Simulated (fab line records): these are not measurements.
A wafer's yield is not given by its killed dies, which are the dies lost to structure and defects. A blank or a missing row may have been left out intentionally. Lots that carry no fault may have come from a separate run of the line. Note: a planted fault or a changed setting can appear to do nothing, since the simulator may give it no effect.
Chamber matching | flow n5_finfet | N5_FIN_SAQP_HM_OPEN_33 on rie_diel-01: 4 sister chambers
The step chemistry CH3F/O2, target SiNx, target depth 49.4 nm, time 70.6 s. 27 wafers are shown with their chamber, then 12 later ones without.

## WAFERS, EACH WITH ITS CHAMBER
wafer  | chamber | throttle_valve_pct (%) | drypump_motor_current_A (A) | showerhead_plenum_p_Torr (Torr)
L074.1 | 1       | 16.43                  | 5.6                         | 2.00
L074.4 | 1       | 16.44                  | 5.6                         | 2.00
L074.5 | 2       | 16.03                  | 5.3                         | 1.94
L078.2 | 0       | 16.70                  | 6.2                         | 2.00
L078.4 | 3       | 15.90                  | 5.4                         | 1.95
L078.6 | 0       | 16.71                  | 6.2                         | 2.00
L081.2 | 1       | 16.45                  | 5.7                         | 1.99
L081.3 | 3       | 15.91                  | 5.3                         | 1.95
L081.4 | 2       | 16.04                  | 5.3                         | 1.94
L082.2 | 1       | 16.44                  | 5.7                         | 1.99
L082.4 | 0       | 16.71                  | 6.2                         | 2.00
L082.6 | 1       | 16.45                  | 5.6                         | 1.99
L083.1 | 3       | 15.92                  | 5.4                         | 1.95
L083.2 | 0       | 16.74                  | 6.2                         | 2.00
L083.3 | 2       | 16.06                  | 5.3                         | 1.93
L087.1 | 1       | 16.47                  | 5.6                         | 1.99
L087.3 | 0       | 16.73                  | 6.2                         | 1.99
L087.6 | 2       | 16.07                  | 5.3                         | 1.93
L089.1 | 0       | 16.76                  | 6.2                         | 1.99
L089.5 | 2       | 16.09                  | 5.3                         | 1.93
L089.6 | 3       | 15.94                  | 5.3                         | 1.94
L090.1 | 3       | 15.95                  | 5.4                         | 1.94
L090.3 | 1       | 16.49                  | 5.7                         | 1.99
L090.4 | 2       | 16.10                  | 5.3                         | 1.93
L091.2 | 2       | 16.09                  | 5.2                         | 1.93
L091.5 | 1       | 16.48                  | 5.6                         | 1.99
L091.6 | 2       | 16.09                  | 5.2                         | 1.93

SIGNATURES (means of the wafers above)
reading                  | chamber 0 | chamber 1 | chamber 2 | chamber 3 | scatter within a chamber
throttle_valve_pct       | 16.7250   | 16.4563   | 16.0712   | 15.9240   | 0.023
drypump_motor_current_A  | 6.200     | 5.638     | 5.275     | 5.360     | 0.0446
showerhead_plenum_p_Torr | 1.9967    | 1.9925    | 1.9325    | 1.9460    | 0.0049
Rule: a wafer lies at a distance from a chamber equal to the root of the sum of squares, over the readings, of (its reading less the chamber's mean, divided by the reading's scatter). The wafer belongs to the nearest chamber; if the next one is less than 2 further off, it can't be placed. The scatter: the root of (the sum of the squares of (reading less its chamber's mean) over the shown wafers, divided by (wafers less chambers)).

## WAFERS WITH NO CHAMBER GIVEN
wafer  | throttle_valve_pct (%) | drypump_motor_current_A (A) | showerhead_plenum_p_Torr (Torr)
L092.1 | 15.96                  | 5.4                         | 1.94
L092.2 | 16.08                  | 5.3                         | 1.93
L092.4 | 16.75                  | 6.2                         | 1.99
L094.1 | 16.77                  | 6.2                         | 1.99
L094.5 | 16.51                  | 5.6                         | 1.98
L094.6 | 16.78                  | 6.2                         | 1.99
L095.3 | 16.09                  | 5.3                         | 1.93
L095.4 | 16.78                  | 6.2                         | 1.99
L095.6 | 16.53                  | 5.7                         | 1.98
L097.1 | 15.98                  | 5.4                         | 1.94
L097.3 | 16.52                  | 5.7                         | 1.98
L097.5 | 16.12                  | 5.2                         | 1.92

## WHICH CHAMBER EACH WENT THROUGH
wafer  | from the rows above | in truth
L092.1 | 3                   | 3
L092.2 | 2                   | 2
L092.4 | 0                   | 0
L094.1 | 0                   | 0
L094.5 | 1                   | 1
L094.6 | 0                   | 0
L095.3 | 2                   | 2
L095.4 | 0                   | 0
L095.6 | 1                   | 1
L097.1 | 3                   | 3
L097.3 | 1                   | 1
L097.5 | 2                   | 2
Correct placement for 12 of the 12. Number that these rows cannot place: 0. Number placed wrongly: 0.
